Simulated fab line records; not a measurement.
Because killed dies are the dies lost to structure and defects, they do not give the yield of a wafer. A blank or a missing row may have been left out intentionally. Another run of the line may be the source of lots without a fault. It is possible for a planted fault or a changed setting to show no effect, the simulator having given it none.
Which tool was responsible? || flow n5-finfet || 12 lots, 36 wafers sampled, at 2 steps of a route of 1938

== WHAT EACH GAUGE READ, for each wafer ==
N5_BEOL_M12_OVL_MEAS_29.
{"lot": "L075", "measured": "day 11 15:33", "on": "overlay-01", "M12_OVL (nm)": "2 -3 7"}
{"lot": "L079", "measured": "day 12 06:08", "on": "overlay-02", "M12_OVL (nm)": "8 10 16"}
{"lot": "L078", "measured": "day 13 02:55", "on": "overlay-02", "M12_OVL (nm)": "1 -2 2"}
{"lot": "L082", "measured": "day 13 16:28", "on": "overlay-02", "M12_OVL (nm)": "5 8 7"}
{"lot": "L084", "measured": "day 14 06:17", "on": "overlay-01", "M12_OVL (nm)": "7 10 8"}
{"lot": "L085", "measured": "day 15 00:20", "on": "overlay-02", "M12_OVL (nm)": "0 -2 -2"}
{"lot": "L088", "measured": "day 15 08:10", "on": "overlay-02", "M12_OVL (nm)": "-2 -2 12"}
{"lot": "L089", "measured": "day 15 12:26", "on": "overlay-01", "M12_OVL (nm)": "-6 5 -6"}
{"lot": "L091", "measured": "day 16 11:14", "on": "overlay-02", "M12_OVL (nm)": "3 4 5"}
{"lot": "L094", "measured": "day 16 18:37", "on": "overlay-02", "M12_OVL (nm)": "3 7 2"}
{"lot": "L095", "measured": "day 16 22:02", "on": "overlay-02", "M12_OVL (nm)": "7 7 11"}
{"lot": "L097", "measured": "day 18 03:04", "on": "overlay-02", "M12_OVL (nm)": "1 1 -1"}

== TOOL THAT RAN EACH LOT (tool first, then ch and the chambers of the sampled wafers, then the start) ==
{"lot": "L075", "N5_BEOL_M11_STRIP_36": "rie-diel-01 ch 0,3, day 11 11:31"}
{"lot": "L079", "N5_BEOL_M11_STRIP_36": "rie-diel-01 ch 2,3, day 12 01:42"}
{"lot": "L078", "N5_BEOL_M11_STRIP_36": "rie-diel-03 ch 1,2, day 12 22:49"}
{"lot": "L082", "N5_BEOL_M11_STRIP_36": "rie-diel-06 ch 0,2, day 13 11:55"}
{"lot": "L084", "N5_BEOL_M11_STRIP_36": "rie-diel-01 ch 0,3, day 14 01:00"}
{"lot": "L085", "N5_BEOL_M11_STRIP_36": "rie-diel-01 ch 0,2, day 14 19:16"}
{"lot": "L088", "N5_BEOL_M11_STRIP_36": "rie-diel-06 ch 0,1, day 15 02:28"}
{"lot": "L089", "N5_BEOL_M11_STRIP_36": "rie-diel-01 ch 0,3, day 15 07:23"}
{"lot": "L091", "N5_BEOL_M11_STRIP_36": "rie-diel-06 ch 0,1,2, day 16 05:33"}
{"lot": "L094", "N5_BEOL_M11_STRIP_36": "rie-diel-01 ch 0,1,3, day 16 12:56"}
{"lot": "L095", "N5_BEOL_M11_STRIP_36": "rie-diel-06 ch 0,1, day 16 16:50"}
{"lot": "L097", "N5_BEOL_M11_STRIP_36": "rie-diel-03 ch 2,3, day 17 20:40"}
- N5_BEOL_M11_STRIP_36: strips in N2/H2.

== THE ANSWER, worked out from the rows above alone ==
Rule: what is usual is taken from the lots themselves. The widest of any qualifying gaps counts: lots, ordered by their means at a reading, are off when they make up no more than a third of the lots, leave a main group of 4 or more, and stand apart from it by 3 or more times the standard deviation of that group's means. A main group is skipped when, at the precision printed for the reading in the tables above, its means are all equal. A lot without any number at a reading at which 4 lots or more have one is off too. Where the step has rows for the other lots, those lots are counted as sound.
None of the lots is off at any reading shown; this tells nothing.

== WHAT WAS PUT IN BY THE SIMULATOR ==
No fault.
